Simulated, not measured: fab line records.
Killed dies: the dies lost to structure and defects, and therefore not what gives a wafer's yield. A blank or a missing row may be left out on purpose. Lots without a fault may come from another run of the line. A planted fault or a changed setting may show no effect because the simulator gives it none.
Comparing a struck lot with a sound one | flow n5-finfet | 18 out of 1938 route steps
Sound: these wafers, L169.4, L169.5, L169.6. Wafers struck: L175.1, L175.5, L175.6. At the end, the cause is stated.
At each step with rows: each side's tool, then ch and its chambers, then its first start. Under that, the readings that differ: sound wafers | struck wafers | difference of the means | sigmas: that difference in standard deviations of wafers without a fault.
alike: words and numbers the same on both sides, and readings whose means are apart by under 2 such deviations; not compared: readings that were withheld, readings missing a value for some wafer, numbers with overlapping values and no deviation given by the record, and bounds like >300 which may hide the same value.
The two part at a step that has a row with sigmas, a row that says differs or no value, or rows on one side only. Numbers that have no deviation but don't overlap get no sigmas and don't part them. A reading missing from all wafers of one side parts the sides only when that side holds two or more wafers.

N5_BEOL_M9_ETCH_62: etches SOC in N2/H2, target depth 110 nm, overetch 22 nm, time 165 s.
  sound on rie-diel-02 ch 0,2,3, day 11 08:35; struck on rie-diel-04 ch 2,3, day 13 11:47
  reading                | sound          | struck         | difference | sigmas
  throttle-valve-pct (%) | 18.4 18.4 18.1 | 17.6 17.7 17.6 | -0.7       | -2
  alike: drypump-motor-current-A, oes-product-au, rf-vpp-V, showerhead-plenum-p-Torr
  not compared: rf-hours-counter-h
then, 1 step without rows for these wafers: N5_BEOL_M9_STRIP_68 (strips in N2/H2).
N5_BEOL_M9_STRIP_67: strips in CF4.
  sound on rie-diel-02 ch 0,2,3, day 11 08:40; struck on rie-diel-04 ch 2,3, day 13 11:56
  reading                | sound             | struck            | difference | sigmas
  oes-product-au (a.u.)  | 0.74 0.67 0.66    | 0.86 0.84 0.87    | +0.17      | +2
  throttle-valve-pct (%) | 13.99 14.05 14.04 | 13.27 13.37 13.25 | -0.73      | -3
  alike: drypump-motor-current-A, rf-vpp-V, showerhead-plenum-p-Torr
  not compared: rf-hours-counter-h
N5_BEOL_M9_HM_OPEN_17: chemistry Cl2/BCl3, target TiN, target depth 20 nm, overetch 6 nm.
  sound on rie-metal-03 ch 0,1, day 11 08:44; struck on rie-metal-02 ch 0,1, day 13 11:58
  alike: drypump-motor-current-A, mfc-cl2-sccm, oes-product-au, throttle-valve-pct
  not compared: rf-hours-counter-h
N5_BEOL_M9_STRIP_19: strips in O2.
  sound on rie-diel-04 ch 2,3, day 11 08:49; struck on rie-diel-02 ch 0,1,2, day 13 12:06
  reading                     | sound       | struck      | difference | sigmas
  drypump-motor-current-A (A) | 5.3 5.4 5.3 | 6.1 5.9 6.3 | +0.8       | +2
  alike: oes-product-au, rf-vpp-V, showerhead-plenum-p-Torr, throttle-valve-pct
  not compared: rf-hours-counter-h
N5_BEOL_M9_CD_MEAS_18: pitch 140 nm, target cd 70 nm.
  sound: cd-sem-02 at day 11 08:53; struck: cd-sem-02 at day 13 12:10
  alike: cd-nm
then, 6 steps without rows for these wafers: N5_BEOL_M9_COAT_63 (time 60 s, resist thk 60 nm); N5_BEOL_M9_COAT_64 (time 60 s, resist thk 12 nm); N5_BEOL_M9_COAT_75 (time 60 s, resist thk 5 nm); N5_BEOL_M9_COAT_22 (resist thk 30 nm); N5_BEOL_M9_EBR_24; N5_BEOL_M9_SOFTBAKE_23 (time 60 s).
N5_BEOL_M9_EXPOSE_25: exposes mask V8.
  sound on euv-scanner-02 ch 0, day 11 09:05; struck on euv-scanner-02 ch 0, day 13 13:28
  reading              | sound             | struck            | difference | sigmas
  exposure-dose-mJ-cm2 | 37.30 37.31 37.30 | 35.61 35.66 35.64 | -1.67      | -27
  alike: mask
then, 2 steps without rows for these wafers: N5_BEOL_M9_PEB_26 (peb time 60 s); N5_BEOL_M9_DEVELOP_27 (develop time 30 s).
N5_BEOL_M9_CD_MEAS_28: target cd 70 nm.
  sound on cd-sem-03 ch 0, day 11 09:12; struck on cd-sem-03 ch 0, day 13 13:36
  reading    | sound             | struck            | difference | sigmas
  cd-nm (nm) | 69.99 70.29 69.53 | 68.62 68.63 68.70 | -1.29      | -4
N5_BEOL_M9_OVL_MEAS_29:
  sound on overlay-01 ch 0, day 11 09:15; struck on overlay-02 ch 0, day 13 13:38
  alike: V8_OVL
-- record jumps: 2 days separate the struck wafers' starts on either side; left off in module BEOL_M9, taken up again in module PASSIVATION, whose first shown step is the route's number 1936 --
N5_PASSIVATION_PROBE_49:
  only the struck wafers here have rows in the record (prober-02, day 15 18:53); the sound ones have none

## WHERE THEY PART
Last at N5_PASSIVATION_PROBE_49 as far as this record goes, first at N5_BEOL_M9_ETCH_62.

WHY: the cause the simulator had injected
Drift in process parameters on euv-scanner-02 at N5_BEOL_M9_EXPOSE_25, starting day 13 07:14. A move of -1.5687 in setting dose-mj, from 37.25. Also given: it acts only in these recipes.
